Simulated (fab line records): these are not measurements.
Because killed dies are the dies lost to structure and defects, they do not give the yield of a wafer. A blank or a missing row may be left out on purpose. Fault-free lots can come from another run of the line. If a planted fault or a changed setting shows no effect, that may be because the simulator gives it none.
Matching of chambers ; flow n5Finfet ; N5_BEOL_M10_ILD_DEP_00 on pecvd-04 has 3 sister chambers
The step deposits SiCOH lowk from DEMS/porogen, target thk 308.51 nm, time 58 s. 3 wafers are shown with their chamber, then 7 later ones without.

== WAFERS WITH THEIR CHAMBER ==
wafer;chamber;throttleValvePct (%)
L094.2;2;13.3
L095.1;0;14.3
L095.3;1;14.2

== WAFERS WITH NO CHAMBER GIVEN ==
wafer;throttleValvePct (%)
L095.4;14.4
L096.2;14.5
L096.3;14.3
L096.6;13.3
L097.3;14.3
L097.5;13.4
L097.6;14.6

== THE CHAMBER EACH PASSED THROUGH ==
wafer;from the rows above;in truth
L095.4;can't be placed: 0 or 1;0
L096.2;can't be placed: 0 or 1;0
L096.3;can't be placed: 0 or 1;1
L096.6;2;2
L097.3;can't be placed: 0 or 1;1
L097.5;2;2
L097.6;can't be placed: 0 or 1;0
2 of 7 placed correctly. Not placeable from these rows: 5 (in 5, the candidates include the true chamber). Number placed wrongly: 0.
How it was worked out, from the rows above alone: a wafer's distance from a chamber is the root of the sum, over the readings, of the square of ((its reading less the chamber's mean) divided by the reading's scatter). The wafer belongs to the nearest chamber; if the next one is less than 2 further off, it can't be placed. A chamber's mean is the mean of its shown wafers. The scatter: root of mean squared gap, hidden wafer to nearest shown wafer, with one shown wafer a chamber.
